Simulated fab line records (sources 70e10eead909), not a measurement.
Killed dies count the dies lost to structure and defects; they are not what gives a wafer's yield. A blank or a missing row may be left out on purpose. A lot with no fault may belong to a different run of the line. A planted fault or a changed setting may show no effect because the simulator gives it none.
Struck lot and sound lot, side by side || flow nand harc || 15 out of 1159 route steps
Sound: wafers L225.3, L225.4, L225.6. Struck: wafers L236.4, L236.6. (L236.2 of the same lot was not struck and is left out.) The cause comes at the end.
Each step with rows lists, per side, the tool, then ch with its chambers, then its first start. Under that, the readings that differ: sound wafers || struck wafers || difference of the means || sigmas: that difference in standard deviations of wafers without a fault.
alike: words and numbers the same on both sides, and readings whose means are apart by under 2 such deviations; not compared: readings that were withheld, readings missing a value for some wafer, numbers with overlapping values and no deviation given by the record, and bounds like >300 which may hide the same value.
A row with sigmas, a row that says differs or no value, or rows on one side alone: a step with any of these is where the two part. When numbers do not overlap yet have no deviation, they are printed without sigmas and do not part them. A reading that every wafer of one side lacks parts them only if that side has two wafers or more.

NHARC_A_M1_INSPECT_11:
  sound on defect inspect-01 at day 18 16:35; struck on defect inspect-01 at day 21 13:59
  alike: raw defect count
then, 2 steps without rows for these wafers: NHARC_A_M1_DESCUM_14 (chemistry O2, time 3 s); NHARC_A_M1_ETCH_35 (etches the open film in N2/H2, target depth 40 nm, overetch 12 nm, time 43.94 s).
NHARC_A_M1_ETCH_15: etches the open film in C4F8/Ar, target depth 182.5 nm, time 91.2 s.
  sound on rie diel-11 ch 0,1,3; struck on rie diel-05 ch 0,2
  alike: chamber pressure mTorr, oes product au, rf vpp V
  not compared: rf hours counter h
NHARC_A_M1_CD_MEAS_16:
  sound on cd sem-02 at day 18 16:58; struck on cd sem-02 at day 21 14:22
  alike: cd nm
NHARC_A_M1_STRIP_18: strips in N2/H2.
  sound on rie diel-13 ch 2,3, day 18 17:03; struck on rie diel-13 ch 0, day 21 14:26
  alike: chamber pressure mTorr, drypump motor current A, oes product au, rf vpp V, showerhead plenum p Torr, throttle valve pct
  not compared: rf hours counter h
then, 2 steps without rows for these wafers: NHARC_A_M1_ETCH_28 (etches the open film in CF4/N2, target depth 30 nm, time 72.99 s); NHARC_A_M1_STRIP_19 (strips in post etch residue remover, time 600 s).
NHARC_A_M1_DEGAS_29: time 60 s.
  sound on pvd sputter-01 at day 18 17:40; struck on pvd sputter-03 at day 21 15:05
  alike: heater power w
NHARC_A_M1_PRE_CLEAN_30: time 30 s.
  sound on pvd sputter-01; struck on pvd sputter-03
  alike: heater power w
NHARC_A_M1_PVD_20: deposits TaN, target thk 5 nm, time 8.06 s.
  sound on pvd sputter-01; struck on pvd sputter-03
  alike: chamber pressure pa, throttle valve pct
then, 1 step without rows for these wafers: NHARC_A_M1_PVD_21 (deposits Cu, target thk 30 nm, time 20.49 s).
NHARC_A_M1_ECD_22: material Cu, target thk 400 nm.
  sound on ecd cu-02 ch 0,1, day 18 18:10; struck on ecd cu-02 ch 0,1, day 21 15:27
then, 1 step without rows for these wafers: NHARC_A_M1_ANNEAL_31 (time 90 s).
NHARC_A_M1_CMP_23: polishes, t overpolish 20 s, target thk 154.34 nm.
  sound on cmp-03 ch 1,2,3, day 18 18:47; struck on cmp-01 ch 0,1, day 21 16:12
{"reading": "time to endpoint s (s)", "sound": "31.7 29.6 30.5", "struck": "17.2 13.0", "difference": -15.5, "sigmas": -6}
  alike: motor current A, retaining ring pressure frac

WHERE THEY PART
Within this record, at NHARC_A_M1_CMP_23 only.

WHY: whatever the simulator had introduced
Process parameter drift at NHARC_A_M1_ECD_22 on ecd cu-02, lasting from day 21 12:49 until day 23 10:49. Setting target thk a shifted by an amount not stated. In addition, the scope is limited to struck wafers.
